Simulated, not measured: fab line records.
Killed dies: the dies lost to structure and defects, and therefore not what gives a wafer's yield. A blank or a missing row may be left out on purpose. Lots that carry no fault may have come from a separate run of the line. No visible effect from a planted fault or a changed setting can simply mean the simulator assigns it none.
Which tool did it? | flow nand_harc | 13 lots with 39 wafers sampled at 5 steps, on a route of 1159 steps

== WHAT THE GAUGES SHOWED, per wafer ==
NHARC_A_BONDPAD_THK_MEAS_20: measures by xrf. Usual: thk_nm 169.4 nm, standard deviation 1.3.
lot  | measured     | on            | thk_nm (nm)       | flag
L392 | day 18 17:01 | film_metro-02 | 170.3 171.2 170.6 |
L396 | day 19 08:30 | film_metro-02 | 168.2 168.8 167.3 |
L395 | day 20 00:36 | film_metro-02 | 167.5 168.2 169.6 |
L398 | day 20 11:50 | film_metro-01 | 170.9 170.6 170.3 |
L400 | day 20 12:27 | film_metro-01 | 170.4 169.5 169.2 |
L397 | day 20 14:59 | film_metro-02 | 169.6 169.1 169.7 |
L402 | day 20 16:04 | film_metro-02 | 171.1 166.5 168.6 |
L404 | day 21 01:13 | film_metro-02 | 171.0 168.7 172.4 |
L403 | day 21 01:49 | film_metro-01 | 172.5 168.2 168.3 |
L407 | day 22 02:19 | film_metro-02 | 172.4 170.1 171.4 |
L406 | day 22 13:08 | film_metro-02 | 169.8 170.1 169.6 |
L408 | day 22 16:48 | film_metro-01 | 166.9 170.4 169.4 |
L415 | day 23 22:49 | film_metro-02 | 171.6 169.7 168.2 |

NHARC_END_SORT_01. Usual: killed_at_array 29, standard deviation 9.4; killed_at_other 0.7, standard deviation 1.3; killed_at_periphery 2.9, standard deviation 2.1; killed_dies 32, standard deviation 9; killed_open 3.3, standard deviation 1.8; killed_short 1.9, standard deviation 1.4.
lot  | measured     | on        | killed_at_array | killed_at_other | killed_at_periphery | killed_dies | killed_open | killed_short | flag
L407 | day 23 09:14 | prober-01 | 154 171 142     | 6 4 4           | 1 2 1               | 161 177 147 | 4 3 3       | 2 1 1        | OFF
L406 | day 24 05:20 | prober-02 | 107 105 102     | 0 0 2           | 3 0 1               | 110 105 105 | 2 0 4       | 3 1 1        | OFF
L408 | day 24 03:49 | prober-01 | 151 199 119     | 2 0 1           | 6 2 0               | 159 201 120 | 1 7 0       | 4 2 2        | OFF

== WHAT TOOL EACH LOT RAN ON (gives the tool, then ch and the chambers of the sampled wafers, and finally the start) ==
lot  | NHARC_A_CONTACT_STRIP_55           | NHARC_HYBRID_BOND_ACTIVATE_00      | NHARC_THIN_TSV_PVD_19
L392 | rie_diel-12 ch 0,3, day 16 12:37   | rie_diel-11 ch 0,2, day 18 17:19   | pvd_sputter-03, no start
L396 | rie_diel-12 ch 0,2, day 17 20:20   | rie_diel-11 ch 2,3, day 19 08:46   | pvd_sputter-02, no start
L395 | rie_diel-12 ch 2,3, day 18 02:46   | rie_diel-11 ch 0,1,3, day 20 00:55 | pvd_sputter-03, no start
L398 | rie_diel-12 ch 0,1,3, day 18 10:02 | rie_diel-08 ch 0,1, day 20 12:07   | pvd_sputter-03, no start
L400 | rie_diel-12 ch 0,1,2, day 18 16:01 | rie_diel-11 ch 0,1,3, day 20 12:44 | pvd_sputter-02, no start
L397 | rie_diel-09 ch 0,1, day 18 21:40   | rie_diel-11 ch 1,2,3, day 20 15:16 | pvd_sputter-01, no start
L402 | rie_diel-12 ch 0,2,3, day 19 03:54 | rie_diel-08 ch 0,1,3, day 20 16:21 | pvd_sputter-02, no start
L404 | rie_diel-13 ch 1,2,3, day 19 10:27 | rie_diel-13 ch 0,2,3, day 21 01:31 | pvd_sputter-02, no start
L403 | rie_diel-13 ch 0,2, day 19 14:54   | rie_diel-11 ch 1,3, day 21 02:07   | pvd_sputter-03, no start
L407 | rie_diel-12 ch 0,2,3, day 20 03:53 | rie_diel-11 ch 1,2,3, day 22 02:35 | pvd_sputter-03, day 23 09:14 or earlier
L406 | rie_diel-12 ch 0,2,3, day 20 20:58 | rie_diel-13 ch 0,2,3, day 22 13:25 | pvd_sputter-01, day 24 05:20 or earlier
L408 | rie_diel-12 ch 0,1,2, day 21 00:20 | rie_diel-11 ch 0,1,3, day 22 17:04 | pvd_sputter-03, day 24 03:49 or earlier
L415 | rie_diel-09 ch 1,2,3, day 22 13:40 | rie_diel-13 ch 0,1,3, day 23 23:07 | pvd_sputter-02, no start
- NHARC_A_CONTACT_STRIP_55: strips in O2.
- NHARC_HYBRID_BOND_ACTIVATE_00: chemistry N2, time 60 s.
- NHARC_THIN_TSV_PVD_19: deposits TaN, target thk 20 nm.

== AS READ BY THE TOOLS THEMSELVES (means over the sampled wafers that have a number; for cases with no such wafer, the mark the record gives instead) ==
NHARC_A_CONTACT_STRIP_55. Usual: drypump_motor_current_A 5.8 A, standard deviation 0.46; oes_product_au 1.002 a.u., standard deviation 0.0077; rf_vpp_V 57.9 V, standard deviation 0.8; showerhead_plenum_p_Torr 3.60 Torr, standard deviation 0.12; throttle_valve_pct 17.036 %, standard deviation 0.0097.
lot  | tool        | drypump_motor_current_A (A) | oes_product_au (a.u.) | rf_vpp_V (V) | showerhead_plenum_p_Torr (Torr) | throttle_valve_pct (%) | flag
L392 | rie_diel-12 | 5.3                         | 1.000                 | 57.8         | 3.62                            | 17.035                 |
L396 | rie_diel-12 | 6.0                         | 1.004                 | 58.0         | 3.66                            | 17.043                 |
L395 | rie_diel-12 | 5.6                         | 1.003                 | 58.6         | 3.70                            | 17.042                 |
L398 | rie_diel-12 | 5.6                         | 1.005                 | 58.1         | 3.60                            | 17.033                 |
L400 | rie_diel-12 | 6.0                         | 1.000                 | 57.5         | 3.62                            | 17.026                 |
L397 | rie_diel-09 | 6.1                         | 0.994                 | 57.5         | 3.35                            | 17.037                 |
L402 | rie_diel-12 | 5.7                         | 1.003                 | 58.2         | 3.63                            | 17.034                 |
L404 | rie_diel-13 | 5.8                         | 0.998                 | 57.2         | 3.52                            | 17.031                 |
L403 | rie_diel-13 | 6.2                         | 1.001                 | 57.3         | 3.42                            | 17.035                 |
L407 | rie_diel-12 | 5.7                         | 1.003                 | 58.0         | 3.63                            | 17.035                 |
L406 | rie_diel-12 | 5.6                         | 1.006                 | 57.4         | 3.63                            | 17.035                 |
L408 | rie_diel-12 | 6.0                         | 1.007                 | 57.7         | 3.62                            | 17.028                 |
L415 | rie_diel-09 | 5.8                         | 1.000                 | 58.1         | 3.55                            | 17.038                 |

NHARC_HYBRID_BOND_ACTIVATE_00. Usual: drypump_motor_current_A 5.7 A, standard deviation 0.49; oes_product_au 0.999 a.u., standard deviation 0.0083; rf_vpp_V 64.2 V, standard deviation 1; showerhead_plenum_p_Torr 1.76 Torr, standard deviation 0.1.
lot  | tool        | drypump_motor_current_A (A) | oes_product_au (a.u.) | rf_vpp_V (V) | showerhead_plenum_p_Torr (Torr) | flag
L392 | rie_diel-11 | 5.9                         | 1.001                 | 63.9         | 1.73                            |
L396 | rie_diel-11 | 5.1                         | 0.996                 | 64.9         | 1.89                            |
L395 | rie_diel-11 | 5.7                         | 1.004                 | 64.1         | 1.73                            |
L398 | rie_diel-08 | 5.9                         | 0.999                 | 63.0         | 1.71                            |
L400 | rie_diel-11 | 5.7                         | 0.995                 | 64.3         | 1.73                            |
L397 | rie_diel-11 | 5.4                         | 0.989                 | 64.5         | 1.80                            |
L402 | rie_diel-08 | 6.2                         | 0.998                 | 64.5         | 1.70                            |
L404 | rie_diel-13 | 5.9                         | 0.990                 | 63.4         | 1.73                            |
L403 | rie_diel-11 | 5.7                         | 0.998                 | 64.2         | 1.72                            |
L407 | rie_diel-11 | 5.4                         | 0.995                 | 63.5         | 1.80                            |
L406 | rie_diel-13 | 5.9                         | 0.995                 | 64.3         | 1.72                            |
L408 | rie_diel-11 | 5.7                         | 1.001                 | 63.4         | 1.73                            |
L415 | rie_diel-13 | 5.7                         | 1.000                 | 65.1         | 1.79                            |

NHARC_THIN_TSV_PVD_19. Usual: throttle_valve_pct 29.8 %, standard deviation 0.98.
lot  | tool           | throttle_valve_pct (%) | flag
L392 | pvd_sputter-03 | 30.2                   |
L396 | pvd_sputter-02 | 30.3                   |
L395 | pvd_sputter-03 | 29.7                   |
L398 | pvd_sputter-03 | 30.5                   |
L400 | pvd_sputter-02 | 30.0                   |
L397 | pvd_sputter-01 | 28.3                   |
L402 | pvd_sputter-02 | 30.1                   |
L404 | pvd_sputter-02 | 30.0                   |
L403 | pvd_sputter-03 | 29.7                   |
L407 | pvd_sputter-03 | 30.4                   |
L406 | pvd_sputter-01 | 28.6                   |
L408 | pvd_sputter-03 | 30.6                   |
L415 | pvd_sputter-02 | 29.5                   |

== THE ANSWER, worked out from the rows above alone ==
Rule: lot off if the mean of its wafers having a number is beyond 3 standard deviations from the usual mean. A lot without any number at a reading at which 4 lots or more have one is off too. Any other lot the step has rows for is counted as sound. Order of review: gauges by route order, followed by the tools' own readings, for which a lot's mean as printed above is used. The first step at which some lot is off is used, and at that step the reading that is off furthest; a lot without a number counts as furthest.
Off: L407, L406, L408 (NHARC_END_SORT_01, killed_dies). Neither off nor sound, because the step has no rows for them: L392, L396, L395, L398, L400, L397, L402, L404, L403, L415.
A tool fits if, at a process step before that reading, it ran every lot that is off, and no sound lot after the first of them. Those tools and the gauges at NHARC_END_SORT_01 are tried in the same way. NHARC_THIN_TSV_PVD_19 gives no start for some lots, so the hours and the order of its lots are those of NHARC_END_SORT_01. One fits: rie_diel-12 at NHARC_A_CONTACT_STRIP_55. It ran no sound lot before its first lot that is off in this sample, so the start can't be narrowed down.

== WHAT THE SIMULATOR PUT IN ==
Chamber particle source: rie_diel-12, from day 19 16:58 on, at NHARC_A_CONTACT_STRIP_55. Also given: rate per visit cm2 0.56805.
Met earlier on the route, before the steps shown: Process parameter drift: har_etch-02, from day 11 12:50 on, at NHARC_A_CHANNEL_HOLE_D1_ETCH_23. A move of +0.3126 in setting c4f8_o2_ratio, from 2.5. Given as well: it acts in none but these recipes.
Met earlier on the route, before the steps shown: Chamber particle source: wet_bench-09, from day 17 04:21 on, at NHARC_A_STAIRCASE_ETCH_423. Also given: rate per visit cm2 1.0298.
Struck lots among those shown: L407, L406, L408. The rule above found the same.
